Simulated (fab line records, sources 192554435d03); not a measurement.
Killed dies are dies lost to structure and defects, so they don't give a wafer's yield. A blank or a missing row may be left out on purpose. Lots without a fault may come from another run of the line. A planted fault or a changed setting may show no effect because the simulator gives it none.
fab line records | flow n5_finfet | part 2 of 2: steps 5 to 6 of 6
record lots=24 wafers=72 last_day=19
route steps=1938 shown BEOL_M12@1650 BEOL_M13@1672 BEOL_M14@1716
lots that met no fault: from a run of the same line without faults
start_h: hours from the record's first day to the start of the lot's first wafer shown | wait_h: hours since the lot's step before | " the same as in the row above | L1.1+2: a row that stands for several wafers | - no value, or no start given | * or withheld: withheld | < > ~ a bound
route shown NAME@n: a module of which the file shows steps, and the number in the route of the first | usual: mean/standard deviation of fault-free wafers | same: alike in all rows | chamber/n: place in a boat | sites: the reading at each site | _std_site: their standard deviation | _edge_site: outer sites' mean less inner sites' | radius_mm: how far each site lies from the wafer's centre | mask NAME#n: copy n | behind: the tool/chamber that last shaped the wafer | hold: why the lot was held/for how many hours/how that ended | device: the transistor (n, p or np) that didn't switch | end of line: the same wafers' tests at the end of the route | a step without rows: its recipe alone | killed: dies lost to structure and defects at the first sort, not the wafer's yield | map: a wafer's dies, x killed, . not, _ none there
set.NAME: the setting as run; set.NAME@STEP: as run at that earlier step | model.NAME: the simulator's own value behind a step, which no gauge read
steps of the route over a sample of lots; a table a step, a row a wafer
services: from which hour (start_h, from the record's first day; less than 0 if before it) a tool's chamber was out of use, for how many hours, and why
## steps
# step N5_BEOL_M13_SPUTTER_44
# recipe material=Ta target_thk_a=100 temp_c=50 bias_v=80 power_w=15000 chamber_pressure_pa=0.07 time_s=16.13
# usual chamber_pressure_pa=0.07002/0.00014 throttle_valve_pct=30.0/0.66
# same time_s=16.13
# columns lot.wafer tool chamber start_h wait_h chamber_pressure_pa throttle_valve_pct
L075.1 pvd_sputter-02 - 267.42 0.0 0.06981 29.8
L075.2 " - " " 0.07003 30.2
L075.6 " - " " 0.07005 29.0
L077.1 pvd_sputter-01 - 275.65 0.0 0.0702 30.0
L077.2 " - " " 0.06989 30.6
L077.3 " - " " 0.07011 30.3
L076.3 pvd_sputter-02 - 284.68 0.0 0.06996 30.9
L076.4 " - " " 0.06993 29.2
L076.6 " - " " 0.07008 31.0
L074.4 pvd_sputter-03 - 284.79 0.0 0.07006 31.1
L074.5 " - " " 0.07016 29.9
L074.6 " - " " 0.0699 29.0
L079.1 pvd_sputter-02 - 302.64 0.0 0.06975 31.2
L079.3 " - " " 0.06986 29.8
L079.4 " - " " 0.07 29.4
L078.2 pvd_sputter-01 - 303.42 0.0 0.07007 30.4
L078.3 " - " " 0.0697 30.3
L078.6 " - " " 0.06996 29.9
L081.1 pvd_sputter-02 - 319.16 0.0 0.06998 29.4
L081.4 " - " " 0.06999 30.8
L081.5 " - " " 0.06996 30.0
L080.1 pvd_sputter-02 - 321.26 0.0 0.06993 30.9
L080.4 " - " " 0.07002 29.5
L080.5 " - " " 0.06996 31.0
L083.2 pvd_sputter-03 - 334.63 0.0 0.06982 30.1
L083.5 " - " " 0.07009 29.7
L083.6 " - " " 0.06995 31.2
L085.2 pvd_sputter-01 - 347.87 0.0 0.06983 30.4
L085.4 " - " " 0.06998 29.7
L085.5 " - " " 0.06999 30.3
L084.1 pvd_sputter-02 - 348.23 0.0 0.07007 29.7
L084.3 " - " " 0.06995 31.1
L084.6 " - " " 0.07015 30.2
L082.1 pvd_sputter-02 - 348.59 0.0 0.07005 29.4
L082.3 " - " " 0.07001 29.0
L082.4 " - " " 0.06991 31.1
L087.1 pvd_sputter-01 - 349.29 0.0 0.07008 30.1
L087.4 " - " " 0.0701 30.3
L087.5 " - " " 0.06977 30.1
L086.1 pvd_sputter-01 - 349.95 0.0 0.07013 29.9
L086.2 " - " " 0.07 30.4
L086.3 " - " " 0.07008 30.5
L088.1 pvd_sputter-01 - 375.34 0.0 0.06995 30.5
L088.4 " - " " 0.06996 30.7
L088.5 " - " " 0.07025 30.0
L090.2 pvd_sputter-02 - 375.83 0.0 0.07028 29.2
L090.3 " - " " 0.0701 29.6
L090.6 " - " " 0.07035 29.8
L089.1 pvd_sputter-03 - 375.86 0.0 0.07018 31.1
L089.3 " - " " 0.06995 28.5
L089.6 " - " " 0.07031 29.3
L091.4 pvd_sputter-02 - 390.60 0.0 0.06994 29.4
L091.5 " - " " 0.07025 31.0
L091.6 " - " " 0.06999 29.3
L093.2 pvd_sputter-02 - 391.12 0.0 0.06997 29.7
L093.4 " - " " 0.06975 29.3
L093.6 " - " " 0.07011 29.7
L092.1 pvd_sputter-02 - 392.18 0.0 0.06992 30.8
L092.3 " - " " 0.06973 29.5
L092.6 " - " " 0.06978 29.2
L097.2 pvd_sputter-01 - 397.39 0.0 0.06999 30.4
L097.4 " - " " 0.0698 29.9
L097.6 " - " " 0.07001 30.4
L094.4 pvd_sputter-01 - 408.44 0.0 0.07011 29.8
L094.5 " - " " 0.07039 29.8
L094.6 " - " " 0.06991 30.4
L095.1 pvd_sputter-03 - 417.38 0.0 0.0702 29.0
L095.2 " - " " 0.06995 30.1
L095.4 " - " " 0.07006 28.9
L096.2 pvd_sputter-01 - 419.92 0.0 0.0701 30.1
L096.5 " - " " 0.0702 30.0
L096.6 " - " " 0.07013 30.6
# step N5_BEOL_M14_ILD_DEP_00
# recipe material=SiO2 target_thk_a=11193 temp_c=400 precursor=TEOS/O2 pressure_torr=6.5 rf_w=900 teos_flow_sccm=161.4 gas=O2 flow_sccm=2650 time_s=237.4
# usual heater_power_w=576/84 showerhead_plenum_p_Torr=8.33/0.037 throttle_valve_pct=18.7/0.89
# same time_s=237.4
# columns lot.wafer tool chamber start_h wait_h heater_power_w showerhead_plenum_p_Torr throttle_valve_pct
L075.1 pecvd-04 2 268.58 0.0 526 8.39 18.1
L075.2 " 1 " " 599 8.32 19.9
L075.6 " 2 " " 594 8.37 18.2
L077.1 pecvd-04 0 277.01 0.0 733 8.28 17.4
L077.2 " 1 " " 547 8.31 19.5
L077.3 " 2 " " 639 8.38 18.4
L076.3 pecvd-03 0 285.99 0.0 720 8.32 20.2
L076.4 " 0 " " 552 8.31 19.9
L076.6 " 1 " " 553 8.31 19.8
L074.4 pecvd-04 2 286.34 0.1 645 8.38 18.3
L074.5 " 2 " " 496 8.40 18.1
L074.6 " 1 " " 625 8.31 19.7
L079.1 pecvd-03 0 303.78 0.0 582 8.33 19.8
L079.3 " 2 " " 644 8.35 17.7
L079.4 " 1 " " 661 8.30 20.0
L078.2 pecvd-03 2 304.58 0.0 658 8.36 17.6
L078.3 " 0 " " 584 8.31 19.9
L078.6 " 0 " " 656 8.31 20.0
L081.1 pecvd-01 2 320.30 0.0 526 8.32 18.8
L081.4 " 1 " " 416 8.39 17.7
L081.5 " 2 " " 398 8.32 19.2
L080.1 pecvd-01 2 322.70 0.0 430 8.31 19.1
L080.4 " 1 " " 404 8.39 18.1
L080.5 " 2 " " 501 8.30 18.9
L083.2 pecvd-04 0 335.78 0.0 707 8.30 17.5
L083.5 " 2 " " 502 8.39 17.8
L083.6 " 1 " " 479 8.31 20.0
L085.2 pecvd-03 1 349.01 0.0 552 8.30 19.9
L085.4 " 1 " " 642 8.32 19.8
L085.5 " 0 " " 672 8.32 20.0
L084.1 pecvd-01 0 349.55 0.0 590 8.32 18.7
L084.3 " 1 " " 417 8.39 17.8
L084.6 " 0 " " 645 8.33 19.1
L082.1 pecvd-01 0 349.82 0.0 621 8.30 18.9
L082.3 " 1 " " 534 8.40 17.8
L082.4 " 0 " " 641 8.31 18.8
L087.1 pecvd-04 2 350.43 0.0 566 8.37 18.2
L087.4 " 2 " " 611 8.41 18.3
L087.5 " 2 " " 506 8.40 18.2
L086.1 pecvd-01 1 351.09 0.0 414 8.38 18.0
L086.2 " 0 " " 673 8.33 18.9
L086.3 " 2 " " 536 8.30 19.2
L088.1 pecvd-04 1 376.48 0.0 519 8.31 20.0
L088.4 " 0 " " 662 8.32 17.5
L088.5 " 1 " " 572 8.34 19.9
L090.2 pecvd-04 0 377.50 0.0 589 8.31 17.7
L090.3 " 2 " " 644 8.39 18.2
L090.6 " 0 " " 660 8.31 17.8
L089.1 pecvd-01 1 377.60 0.0 484 8.39 17.7
L089.3 " 1 " " 531 8.39 18.0
L089.6 " 1 " " 411 8.37 17.9
L091.4 pecvd-01 1 392.25 0.1 541 8.39 17.9
L091.5 " 2 " " 403 8.32 19.2
L091.6 " 0 " " 657 8.32 18.7
L093.2 pecvd-01 1 392.49 0.0 446 8.38 18.0
L093.4 " 0 " " 610 8.33 18.8
L093.6 " 2 " " 527 8.32 19.1
L092.1 pecvd-04 0 393.32 0.0 586 8.30 17.9
L092.3 " 0 " " 706 8.29 17.7
L092.6 " 0 " " 695 8.29 17.5
L097.2 pecvd-01 1 398.54 0.0 504 8.40 17.6
L097.4 " 2 " " 409 8.32 19.3
L097.6 " 1 " " 531 8.39 17.7
L094.4 pecvd-03 2 409.66 0.1 612 8.33 17.7
L094.5 " 1 " " 743 8.28 20.1
L094.6 " 0 " " 662 8.31 20.4
L095.1 pecvd-03 2 418.86 0.0 578 8.36 18.0
L095.2 " 1 " " 713 8.27 20.0
L095.4 " 1 " " 563 8.30 19.8
L096.2 pecvd-04 2 421.06 0.0 669 8.38 18.4
L096.5 " 0 " " 669 8.29 17.8
L096.6 " 2 " " 504 8.38 18.2
## services
# columns tool chamber start_h hours kind
rie_diel-04 2 263.90 132.0 repair
cmp-04 - 268.76 6.2 pm
pecvd-04 0 279.23 9.4 repair
cmp-01 - 283.05 0.8 repair
cmp-04 - 288.09 0.2 repair
cmp-01 - 289.12 6.4 repair
cmp-03 - 291.19 4.6 pm
pecvd-01 1 296.34 4.4 repair
rie_diel-04 0 299.51 10.4 repair
cmp-04 - 299.53 1.0 repair
cmp-01 - 303.17 1.2 repair
pecvd-04 - 309.12 3.2 repair
pecvd-01 - 326.67 1.6 repair
cmp-04 - 328.23 0.4 repair
pecvd-04 0 346.67 22.1 repair
rie_diel-04 - 346.82 2.8 pm
cmp-01 - 349.02 4.0 pm
rie_diel-04 0 361.54 4.1 repair
cmp-03 - 365.02 1.9 repair
plasma_asher-02 - 375.21 1.4 repair
plasma_asher-01 - 384.11 17.1 repair
rie_diel-04 1 394.79 8.6 repair
rie_diel-04 3 409.51 2.2 repair
pvd_sputter-03 - 420.30 3.7 repair
